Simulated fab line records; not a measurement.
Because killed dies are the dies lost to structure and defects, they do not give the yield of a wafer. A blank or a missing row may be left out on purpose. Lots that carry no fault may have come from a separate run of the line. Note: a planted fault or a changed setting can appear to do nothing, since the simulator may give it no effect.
Split-lot experiment + flow n5_finfet + 39 wafers read across 7 lots, on a route 1938 steps long

== THE SPLIT ITSELF ==
At N5_BEOL_M5_DEP_56 (deposits SiCN from 3MS/NH3, target thk 8 nm, time 14 s), the setting target_thk_a was moved away from the recipe's 80 angstrom on 18 of the 39 wafers read, by -58.7% to +48.8%. All remaining wafers had this setting at the recipe value.

Reading taken at the split's own step.

== THE READING ==
SiCN_of_BEOL_M5_DEP_56.thk_nm (the simulator's own value, which no gauge read), in nm, at N5_BEOL_M5_DEP_56 (deposits SiCN from 3MS/NH3, target thk 8 nm, time 14 s). The file gives no usual value for it. Across the 21 wafers here that went through the recipe, the average is 8.0 nm and the standard deviation 0.17 nm.

| wafer  | tool, chamber at the split | target_thk_a as run, angstrom | against the recipe | SiCN_of_BEOL_M5_DEP_56.thk_nm, nm | against lot-mates on the recipe |
|--------|----------------------------|-------------------------------|--------------------|-----------------------------------|---------------------------------|
| L075.1 | pecvd-02, 0                | 80                            | recipe             | 7.8                               | -                               |
| L075.2 | pecvd-02, 2,1              | 43.67                         | -45.4%             | 4.2                               | -3.8                            |
| L075.3 | pecvd-02, 2,1              | 43.67                         | -45.4%             | 4.2                               | -3.8                            |
| L075.4 | pecvd-02, 1                | 80                            | recipe             | 8                                 | -                               |
| L075.5 | pecvd-02, 0                | 80                            | recipe             | 8.2                               | -                               |
| L075.6 | pecvd-02, 2                | 43.67                         | -45.4%             | 4                                 | -4.0                            |
| L074.2 | pecvd-01, 1,0              | 80                            | recipe             | 8                                 | -                               |
| L074.5 | pecvd-01, 1,0              | 80                            | recipe             | 8                                 | -                               |
| L074.3 | pecvd-01, 0                | 80                            | recipe             | 7.8                               | -                               |
| L079.1 | pecvd-02, 1                | 95.94                         | +19.9%             | 9.6                               | +1.8                            |
| L079.5 | pecvd-02, 1                | 95.94                         | +19.9%             | 9.6                               | +1.8                            |
| L079.2 | pecvd-02, 2                | 80                            | recipe             | 7.6                               | -                               |
| L079.3 | pecvd-02, 0                | 80                            | recipe             | 8                                 | -                               |
| L079.4 | pecvd-02, 2                | 95.94                         | +19.9%             | 9.2                               | +1.4                            |
| L079.6 | pecvd-02, 0                | 80                            | recipe             | 7.8                               | -                               |
| L082.1 | pecvd-04, 0                | 33.04                         | -58.7%             | 3.8                               | -4.3                            |
| L082.4 | pecvd-04, 0                | 33.04                         | -58.7%             | 3.8                               | -4.3                            |
| L082.2 | pecvd-04, 2                | 80                            | recipe             | 8                                 | -                               |
| L082.3 | pecvd-04, 1,2              | 80                            | recipe             | 8.2                               | -                               |
| L082.6 | pecvd-04, 1,2              | 80                            | recipe             | 8.2                               | -                               |
| L082.5 | pecvd-04, 1                | 33.04                         | -58.7%             | 3.6                               | -4.5                            |
| L086.1 | pecvd-01, 1,0              | 103.4                         | +29.2%             | 10.4                              | +2.3                            |
| L086.5 | pecvd-01, 1,0              | 103.4                         | +29.2%             | 10.4                              | +2.3                            |
| L086.2 | pecvd-01, 0                | 103.4                         | +29.2%             | 10.2                              | +2.1                            |
| L086.3 | pecvd-01, 2                | 80                            | recipe             | 8                                 | -                               |
| L086.4 | pecvd-01, 2                | 80                            | recipe             | 8                                 | -                               |
| L086.6 | pecvd-01, 1                | 80                            | recipe             | 8.2                               | -                               |
| L095.1 | pecvd-04, 1,2              | 80                            | recipe             | 8                                 | -                               |
| L095.3 | pecvd-04, 1,2              | 80                            | recipe             | 8                                 | -                               |
| L095.2 | pecvd-04, 0                | 100.9                         | +26.1%             | 10.4                              | +2.3                            |
| L095.4 | pecvd-04, 1                | 80                            | recipe             | 8.2                               | -                               |
| L095.5 | pecvd-04, 2,0              | 100.9                         | +26.1%             | 10.2                              | +2.1                            |
| L095.6 | pecvd-04, 2,0              | 100.9                         | +26.1%             | 10.2                              | +2.1                            |
| L097.1 | pecvd-01, 0                | 80                            | recipe             | 7.8                               | -                               |
| L097.2 | pecvd-01, 2,1              | 119                           | +48.8%             | 11.8                              | +3.7                            |
| L097.3 | pecvd-01, 2,1              | 119                           | +48.8%             | 11.8                              | +3.7                            |
| L097.4 | pecvd-01, 1,2              | 80                            | recipe             | 8.2                               | -                               |
| L097.5 | pecvd-01, 1,2              | 80                            | recipe             | 8.2                               | -                               |
| L097.6 | pecvd-01, 0                | 119                           | +48.8%             | 12                                | +3.9                            |
Rows listing several chambers each stand for several wafers; the file does not say which wafer went through which chamber.

FIT RESULTS
A straight line over all 39 wafers: SiCN_of_BEOL_M5_DEP_56.thk_nm changes by +0.0785 nm for each +1% of target_thk_a; r = +1.00; the points scatter about the line by 0.21 nm.
The same after taking each lot's own level away (the mean of its wafers on the recipe; 39 wafers): +0.079 nm for each +1%; r = +1.00; scatter 0.17 nm.
According to that fit, moving target_thk_a by its largest amount changes the reading by 4.6 nm.
The lots' own levels span 7.80 to 8.13 nm, that is 2.0 times the standard deviation above.
Hence the lot-to-lot level has little effect on the slope; both slopes agree.
Check: with one of the wafers moved furthest among these (-58.7%) left out of the fit, the line predicts -4.68 nm for it against its lot-mates. Against them it came out at -4.33 nm.

== THESE WAFERS: OTHER SPLITS ==
Other splits were also applied to these wafers ahead of the reading. Each is held against what the fit with the lots' levels taken away leaves over:
| other split on the same wafers        | wafers away from the commonest value | r with SiCN_of_BEOL_M5_DEP_56.thk_nm (lot level and that fit taken away) |
|---------------------------------------|--------------------------------------|--------------------------------------------------------------------------|
| N5_FIN_SAQP_DEVELOP_15 develop_time_s | 18                                   | +0.30                                                                    |
| N5_HKMG_FIN_HK_ALD_01 ald_cycles      | 9                                    | +0.24                                                                    |
| N5_MOL_CONTACT_COAG_ALD_27 ald_cycles | 12                                   | +0.00                                                                    |
| N5_BEOL_M0_CUTY_ETCH_63 time_s        | 15                                   | -0.10                                                                    |
| N5_BEOL_M1_ILD_DEP_00 target_thk_a    | 12                                   | -0.19                                                                    |
| N5_BEOL_M4_VIA_ETCH_34 target_depth_a | 15                                   | -0.05                                                                    |

== THE FILE'S OWN FIT ==
SiCN_of_BEOL_M5_DEP_56.thk_nm changes by +0.079 nm for each +1% of target_thk_a, r = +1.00.
